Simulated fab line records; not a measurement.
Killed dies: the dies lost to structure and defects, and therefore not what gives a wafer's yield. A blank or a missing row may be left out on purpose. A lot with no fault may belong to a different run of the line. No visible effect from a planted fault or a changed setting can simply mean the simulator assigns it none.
fab line records	flow n5_finfet
record lots=12	wafers=29	last_day=17
route steps=1938 shown BEOL_M4@1111 MIM_TOP@1835 MIM_BOT_LITHO@1862 PASS1_CAP@1873 PASSIVATION@1910
lots untouched by any fault: they come from a run of this same line in which no faults occurred
start_h: hours from the record's opening day to when the first of the lot's shown wafers began	wait_h: hours since the lot's step before	" repeats the value in the row above	L1.1+2: one row covering several wafers at once	- no value present, or no start provided	* or withheld: withheld	< > ~ a bound
route shown NAME@n: names a module that has steps shown in the file, with the first one's number in the route	usual: the fault-free wafers' mean and standard deviation	same: alike in all rows	chamber/n: place in a boat	sites: the reading at each site	_std_site: the standard deviation of these	_edge_site: outer sites' mean less inner sites'	radius_mm: for every site, how far away it sits from the centre of the wafer	mask NAME#n: copy n	behind: the last tool/chamber to shape the wafer	hold: why the lot went on hold/how many hours it stayed there/how the hold came to an end	device: the transistor (n, p or np) that didn't switch	end of line: tests of these same wafers at the route's end	a step with no rows: only its recipe	killed: at the first sort, the dies lost to defects and structure; wafer yield is something else	map: a wafer's dies, x killed, . not, _ none there
set.NAME: setting as actually run; set.NAME@STEP: the setting as run at that earlier step	model.NAME: the simulator's own value behind a step, which no gauge read
route steps across a sampled set of lots; one table per step, one row per wafer
services: when a tool's chamber went out of use (start_h, in hours from the record's first day, below 0 if earlier), for how many hours, and the reason
## steps
# step N5_BEOL_M4_RC_MEAS_101
# usual DIBL_N=36.9/2.1	DIBL_P=37.1/2.5	IOFF_N=0.17/0.039	IOFF_P=0.23/0.043	ION_N=673/15	ION_P=462/9.1	SS_N=71.8/0.69	SS_P=73.6/0.74	VT_N=250/3.6	VT_P=-249.7/2.9
lot.wafer	tool	chamber	start_h	wait_h	DIBL_N[mV/V]	DIBL_P[mV/V]	IOFF_N[nA/um]	IOFF_P[nA/um]	ION_N[uA/um]	ION_P[uA/um]	SS_N[mV/dec]	SS_P[mV/dec]	VT_N[mV]	VT_P[mV]
L961.2	prober-02	0	177.83	0.2	35.1	37.0	0.16	0.24	691	474	71.2	74.0	251	-247.6
L961.5	"	0	"	"	36.0	36.9	0.15	0.23	666	459	71.7	73.6	253	-248.0
L961.6	"	0	"	"	34.3	35.4	0.14	0.20	674	464	71.2	73.3	249	-248.0
L963.2	prober-01	0	180.79	0.2	33.5	33.0	0.12	0.17	677	465	70.8	72.1	254	-252.8
L963.4	"	0	"	"	35.6	35.0	0.15	0.19	665	453	71.1	72.9	249	-252.3
L963.6	"	0	"	"	35.8	35.6	0.14	0.19	667	452	70.7	73.2	251	-250.6
L962.3	prober-02	0	181.22	0.3	40.9	43.9	0.29	0.35	703	476	72.5	75.0	241	-245.6
L962.4	"	0	"	"	39.4	41.2	0.23	0.29	682	461	72.1	74.2	245	-245.4
L965.1	prober-01	0	195.75	0.0	38.2	38.3	0.17	0.27	664	468	71.4	73.9	247	-245.9
L965.3	"	0	"	"	38.3	36.5	0.16	0.22	658	450	72.4	74.1	251	-251.2
L965.5	"	0	"	"	40.7	40.6	0.23	0.31	681	468	72.2	74.6	247	-244.4
L964.4	prober-02	0	197.94	0.5	35.4	35.1	0.14	0.20	662	456	71.9	74.4	255	-251.6
L964.6	"	0	"	"	37.6	37.6	0.18	0.22	683	469	72.3	74.3	251	-250.2
L973.1	prober-01	0	250.85	0.0	36.4	37.1	0.15	0.22	675	465	72.1	73.7	253	-253.2
L973.6	"	0	"	"	37.2	37.6	0.15	0.23	675	472	71.5	73.6	254	-250.4
L975.2	prober-02	0	259.98	0.2	39.5	38.7	0.20	0.21	673	460	72.6	74.1	250	-253.2
L975.6	"	0	"	"	37.3	38.4	0.16	0.21	678	463	71.5	73.8	250	-253.3
L976.3	prober-01	0	272.69	0.3	38.7	39.0	0.19	0.24	689	465	72.4	72.8	246	-249.5
L976.5	"	0	"	"	40.3	41.2	0.20	0.27	695	474	72.6	73.8	246	-246.3
L978.2	prober-01	0	279.56	0.2	34.4	34.4	0.12	0.16	665	450	71.6	73.0	254	-251.9
L978.4	"	0	"	"	37.2	37.1	0.17	0.19	671	457	71.5	73.6	249	-252.1
L978.5	"	0	"	"	38.1	38.7	0.19	0.22	687	462	71.6	73.9	246	-250.4
L980.2	prober-02	0	284.01	0.2	35.4	36.7	0.15	0.21	682	469	71.2	73.3	250	-251.0
L980.3	"	0	"	"	37.2	37.4	0.17	0.22	679	463	71.5	74.3	250	-249.4
L979.2	prober-01	0	284.13	0.2	40.9	43.4	0.28	0.34	707	486	74.2	75.1	243	-244.5
L979.3	"	0	"	"	39.5	40.8	0.22	0.28	682	456	73.1	75.3	244	-247.6
L982.1	prober-02	0	302.10	0.0	37.3	35.9	0.17	0.21	681	462	72.1	73.4	248	-250.6
L982.4	"	0	"	"	33.3	32.1	0.11	0.15	664	455	70.4	72.4	254	-254.1
L982.6	"	0	"	"	37.4	37.0	0.19	0.23	700	474	71.9	73.5	245	-250.7
# step N5_MIM_TOP_ALD_01
# recipe material=HfO2	target_thk_a=56	temp_c=withheld	ald_precursor_family=Hf-amide	ald_co_reactant=O3	pulse_time_s=1	purge_time_s=3	co_reactant_purge_time_s=2	co_reactant_pulse_time_s=3	ald_cycles=62
# usual precursor_pulse_height_rel=1.003/0.021
lot.wafer	tool	chamber	start_h	wait_h	precursor_pulse_height_rel
L961.2	ald_hk-02	2	-	-	1.032
L961.5	"	3	"	"	1.013
L961.6	"	0	"	"	1.054
L963.2	ald_hk-02	1	-	-	1.007
L963.4	"	2	"	"	1.013
L963.6	"	2	"	"	0.976
L962.3	ald_hk-03	3	-	-	1.041
L962.4	"	1	"	"	0.988
L965.1	ald_hk-01	2	-	-	1.019
L965.3	"	1	"	"	0.994
L965.5	"	3	"	"	1.015
L964.4	ald_hk-02	1	-	-	1.030
L964.6	"	2	"	"	0.994
L973.1	ald_hk-03	3	-	-	1.010
L973.6	"	0	"	"	0.983
L975.2	ald_hk-03	3	-	-	0.989
L975.6	"	0	"	"	0.973
L976.3	ald_hk-03	1	-	-	1.031
L976.5	"	0	"	"	0.996
L978.2	ald_hk-03	1	-	-	0.979
L978.4	"	0	"	"	1.000
L978.5	"	1	"	"	1.026
L980.2	ald_hk-02	1	-	-	1.011
L980.3	"	3	"	"	0.969
L979.2	ald_hk-02	2	-	-	1.003
L979.3	"	3	"	"	0.972
L982.1	ald_hk-02	0	-	-	1.008
L982.4	"	2	"	"	1.024
L982.6	"	1	"	"	1.026
# step N5_MIM_BOT_LITHO_CD_MEAS_08
# recipe target_cd_nm=3000	landing_energy_ev=500	detector=se_inlens	polarity=opening
# usual cd_nm=2998.2/2.5
lot.wafer	tool	chamber	start_h	wait_h	cd_nm
L961.2	cd_sem-01	0	265.87	-	2999.2
L961.5	"	0	"	"	3002.5
L961.6	"	0	"	"	2997.6
L963.2	cd_sem-03	0	269.03	-	2996.7
L963.4	"	0	"	"	3002.5
L963.6	"	0	"	"	2996.5
L962.3	cd_sem-01	0	272.28	-	2995.3
L962.4	"	0	"	"	2996.8
L965.1	cd_sem-01	0	285.38	-	3002.6
L965.3	"	0	"	"	2994.5
L965.5	"	0	"	"	2998.5
L964.4	cd_sem-02	0	291.92	-	2994.0
L964.6	"	0	"	"	2995.2
L973.1	cd_sem-03	0	340.36	-	2999.5
L973.6	"	0	"	"	2999.6
L975.2	cd_sem-01	0	348.39	-	2995.5
L975.6	"	0	"	"	2998.8
L976.3	cd_sem-02	0	361.27	-	2997.4
L976.5	"	0	"	"	2997.0
L978.2	cd_sem-02	0	363.73	-	2993.5
L978.4	"	0	"	"	2995.5
L978.5	"	0	"	"	2997.7
L980.2	cd_sem-02	0	368.55	-	2994.5
L980.3	"	0	"	"	2996.2
L979.2	cd_sem-03	0	379.62	-	2998.1
L979.3	"	0	"	"	3002.0
L982.1	cd_sem-03	0	396.61	-	2999.3
L982.4	"	0	"	"	2998.7
L982.6	"	0	"	"	2999.5
# step N5_PASSIVATION_PECVD_55
# recipe material=SiO2	target_thk_a=4000	temp_c=400	precursor=SiH4/N2O	pressure_torr=2.7	rf_w=608	time_s=22.5
# usual heater_power_w=642/93	showerhead_plenum_p_Torr=8.21/0.11	susceptor_temp_C=400.00/0.2	throttle_valve_pct=51.3/2.4
lot.wafer	tool	chamber	start_h	wait_h	heater_power_w	showerhead_plenum_p_Torr	susceptor_temp_C	throttle_valve_pct
L961.2	pecvd-02	0	266.88	0.0	636	8.33	399.86	48.5
L961.5	"	0	"	"	661	8.32	399.78	48.4
L961.6	"	1	"	"	679	8.14	399.78	54.3
L963.2	pecvd-01	0	270.41	0.0	646	8.19	400.26	51.0
L963.4	"	0	"	"	693	8.20	400.35	51.0
L963.6	"	2	"	"	592	8.29	399.67	49.4
L962.3	pecvd-01	1	273.25	0.0	657	8.14	399.99	50.1
L962.4	"	0	"	"	740	8.19	400.04	50.8
L965.1	pecvd-02	2	286.43	0.0	600	8.35	400.00	50.3
L965.3	"	1	"	"	633	8.17	400.12	54.5
L965.5	"	0	"	"	587	8.31	399.99	49.0
L964.4	pecvd-02	1	292.90	0.0	645	8.14	400.22	54.7
L964.6	"	2	"	"	524	8.34	399.97	50.3
L973.1	pecvd-04	0	341.35	0.0	970	8.09	400.12	50.9
L973.6	"	2	"	"	660	8.12	400.07	58.2
L975.2	pecvd-02	1	349.36	0.0	621	8.15	400.00	54.3
L975.6	"	1	"	"	654	8.18	399.86	54.3
L976.3	pecvd-01	1	362.81	0.0	615	8.15	400.20	49.9
L976.5	"	0	"	"	718	8.21	399.83	50.9
L978.2	pecvd-01	2	364.97	0.0	536	8.28	399.94	49.6
L978.4	"	2	"	"	547	8.29	399.96	49.9
L978.5	"	1	"	"	645	8.14	399.59	50.1
L980.2	pecvd-01	1	369.53	0.0	575	8.15	399.84	50.1
L980.3	"	2	"	"	592	8.29	400.11	50.1
L979.2	pecvd-01	2	380.63	0.0	612	8.30	400.15	49.6
L979.3	"	0	"	"	638	8.21	400.21	51.2
L982.1	pecvd-01	1	398.03	0.0	611	8.13	399.95	50.0
L982.4	"	2	"	"	652	8.28	400.25	50.0
L982.6	"	0	"	"	595	8.19	400.11	50.8
# step N5_PASSIVATION_ETCH_59
# recipe chemistry=Cl2/BCl3	target=TaN	target_depth_a=650	time_s=34.9	ion_energy_ev=100	pressure_mtorr=10	icp_w=900	bias_w=100	Cl2_flow_sccm=60	bcl3_flow_sccm=30
# usual drypump_motor_current_A=5.83/0.2	oes_product_au=0.78/0.04	throttle_valve_pct=21.18/0.3
lot.wafer	tool	chamber	start_h	wait_h	drypump_motor_current_A	oes_product_au	rf_hours_counter_h	throttle_valve_pct
L961.2	rie_metal-03	1	269.56	0.3	5.84	0.79	44	21.22
L961.5	"	0	"	"	5.77	0.78	-	20.93
L961.6	"	1	"	"	5.83	0.79	-	21.24
L963.2	rie_metal-02	1	274.83	0.3	5.89	0.83	39	21.66
L963.4	"	0	"	"	6.05	0.84	-	20.91
L963.6	"	0	"	"	6.01	0.84	-	20.93
L962.3	rie_metal-03	1	279.17	0.2	5.82	0.78	-	21.25
L962.4	"	0	"	"	5.84	0.78	-	20.93
L965.1	rie_metal-03	1	289.92	0.3	5.82	0.77	47	21.25
L965.3	"	1	"	"	5.81	0.77	-	21.26
L965.5	"	1	"	"	5.82	0.77	-	21.25
L964.4	rie_metal-03	1	296.92	0.2	5.84	0.77	-	21.26
L964.6	"	1	"	"	5.84	0.77	-	21.25
L973.1	rie_metal-02	1	346.64	0.3	5.85	0.82	46	21.68
L973.6	"	0	"	"	5.99	0.80	-	20.97
L975.2	rie_metal-02	1	354.28	0.3	5.90	0.82	47	21.66
L975.6	"	1	"	"	5.88	0.82	-	21.66
L976.3	rie_metal-02	0	367.87	0.2	6.01	0.81	-	20.94
L976.5	"	1	"	"	5.87	0.81	-	21.67
L978.2	rie_metal-03	1	368.90	0.3	5.82	0.75	57	21.29
L978.4	"	1	"	"	5.85	0.75	-	21.27
L978.5	"	0	"	"	5.81	0.77	-	20.95
L980.2	rie_metal-01	1	373.79	0.3	5.24	0.68	73	21.25
L980.3	"	0	"	"	5.95	0.72	-	20.79
L979.2	rie_metal-02	0	385.36	0.3	6.00	0.80	28	20.95
L979.3	"	1	"	"	5.89	0.81	-	21.68
L982.1	rie_metal-03	1	402.39	0.3	5.82	0.75	59	21.28
L982.4	"	0	"	"	5.78	0.76	-	20.96
L982.6	"	0	"	"	5.76	0.76	-	20.96
# step N5_PASSIVATION_PROBE_49
# usual defect_limited_yield=91.3/1.4	killed_at_M0_to_M3=32/9.5	killed_at_M4_up=14/5.2	killed_at_contacts=13/5.7	killed_at_front_end=41/12	killed_at_other=3.5/2.6	killed_dies=103/17	killed_on_rim=14/4	killed_open=68/14	killed_short=32/7	sort_bin_4_leakage=0.01/0.051	sort_bin_5_function=5.0/0.91	sort_bin_6_memory=3.3/0.7	sort_bin_8_speed=0.03/0.22	sort_n_pass=1076/17	sort_yield_pct=91.2/1.4
# same gross_dies=1180	killed_at_back_side=0
lot.wafer	tool	chamber	start_h	wait_h	defect_limited_yield[%]	killed_at_M0_to_M3	killed_at_M4_up	killed_at_contacts	killed_at_front_end	killed_at_other	killed_dies	killed_on_rim	killed_open	killed_short	sort_bin_4_leakage[%]	sort_bin_5_function[%]	sort_bin_6_memory[%]	sort_bin_8_speed[%]	sort_n_pass	sort_yield_pct[%]
L965.1	prober-02	-	294.23	0.0	79.2	33	14	14	56	129	246	75	95	26	0	16.9	3.8	0	934	79.2
L965.3	prober-02	-	294.33	0.1	76.9	28	13	9	76	147	273	81	99	35	0	18.6	4.3	0	907	76.9
L965.5	prober-02	-	294.43	0.2	86.7	32	13	8	48	56	157	47	65	35	0	9.7	2.6	0	1023	86.7
L964.4	prober-01	-	301.48	0.2	86.5	33	13	11	34	68	159	48	65	20	0	9.6	3.1	0	1021	86.5
L964.6	prober-01	-	301.58	0.3	79.3	32	6	18	21	167	244	84	49	27	0	17.5	2.9	0	936	79.3
L976.5	prober-02	-	372.51	0.3	90.3	33	10	6	66	0	115	11	78	37	0	6.1	3.6	0	1065	90.3
# killed by level:class
L965.1 PASSIVATION:area_etch=125 STI_FIN_REVEAL:geometric_particle:open=22 MOL_CONTACT_COAG:geometric_particle:open=12 BEOL_M1:geometric_particle:open=11 DUMMY_GATE:geometric_particle:open=10 BEOL_M3:geometric_particle:open=7 FIN_SAQP:geometric_particle:short=6 FIN_SAQP:geometric_particle:open=5
L965.3 PASSIVATION:area_etch=139 FIN_SAQP:geometric_particle:open=31 STI_FIN_REVEAL:geometric_particle:open=16 FIN_SAQP:geometric_particle:short=12 MOL_CONTACT_COAG:geometric_particle:open=9 BEOL_M0_SAQP:geometric_particle:short=7 PAD_METAL:geometric_particle:open=7 DUMMY_GATE:geometric_particle:open=6
L965.5 PASSIVATION:area_etch=53 STI_FIN_REVEAL:geometric_particle:open=10 BEOL_M0_SAQP:geometric_particle:short=9 FIN_SAQP:geometric_particle:open=8 FIN_SAQP:geometric_particle:short=7 MOL_CONTACT_COAG:geometric_particle:open=7 BEOL_M4:geometric_particle:open=6 STARTING-WAFER:geometric_particle:short=6
L964.4 PASSIVATION:area_etch=65 STI_FIN_REVEAL:geometric_particle:open=12 MOL_CONTACT_COAG:geometric_particle:open=11 BEOL_M0_SAQP:geometric_particle:open=9 BEOL_M0_SAQP:geometric_particle:short=6 BEOL_M2:geometric_particle:open=6 GATE_CUT:geometric_particle:open=5 BEOL_M1:geometric_particle:open=5
L964.6 PASSIVATION:area_etch=164 MOL_CONTACT_COAG:geometric_particle:open=14 BEOL_M2:geometric_particle:open=7 STI_FIN_REVEAL:geometric_particle:open=6 BEOL_M0_SAQP:geometric_particle:short=6 MOL_CONTACT_COAG:geometric_particle:short=4 GATE_CUT:geometric_particle:short=4 BEOL_M3:geometric_particle:open=4
L976.5 STI_FIN_REVEAL:geometric_particle:open=32 BEOL_M0_SAQP:geometric_particle:open=10 BEOL_M0_SAQP:geometric_particle:short=7 STI_FIN_REVEAL:geometric_particle:short=5 GATE_CUT:geometric_particle:short=5 BEOL_M0:geometric_particle:open=5 MOL_CONTACT_COAG:geometric_particle:short=4 BEOL_M2:geometric_particle:open=4
## services
tool	chamber	start_h	hours	kind
pecvd-04	0	247.73	2.1	scheduled_down
pecvd-02	2	262.76	15.1	repair
pecvd-02	-	268.90	14.6	pm
rie_metal-01	-	281.69	1.1	repair
pecvd-04	1	292.16	6.6	repair
pecvd-04	-	320.93	1.3	repair
rie_metal-03	0	323.04	36.5	repair
ald_hk-02	-	326.21	1.2	repair
pecvd-02	1	333.32	4.9	repair
pecvd-04	1	345.74	5.5	scheduled_down
ald_hk-01	-	354.59	14.6	pm
rie_metal-02	-	355.62	2.8	pm
pecvd-02	1	360.59	10.1	repair
pecvd-01	1	369.82	2.1	scheduled_down
pecvd-04	1	383.62	-	clean
pecvd-04	1	383.62	-	consumable_replace:showerhead
pecvd-01	0	399.24	5.5	scheduled_down
## key
first_sign step=N5_PASSIVATION_PROBE_49	reading=killed_at_other	direction=up	sigmas=42	usual=3.5	struck=113.4
effect step=N5_PASSIVATION_PROBE_49	reading=sort_bin_5_function	direction=up	sigmas=10	usual=5.0	struck=14.5
more_kills_born_at N5_PASSIVATION_ETCH_59@rie_metal-03=546
met_at N5_PASSIVATION_ETCH_59
struck_lots L964,L965
not_acting_at N5_MIM_TOP_ALD_01,N5_MIM_BOT_LITHO_CD_MEAS_08,N5_PASSIVATION_PECVD_55
onset_between 279.17 289.92
fault kind=process_parameter_drift	tool=rie_metal-03	chamber=-	onset_h=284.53	steps=N5_PASSIVATION_ETCH_59	channel=time_s	offset=*	shape=step	end_h=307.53	acts_in=*	stated=*
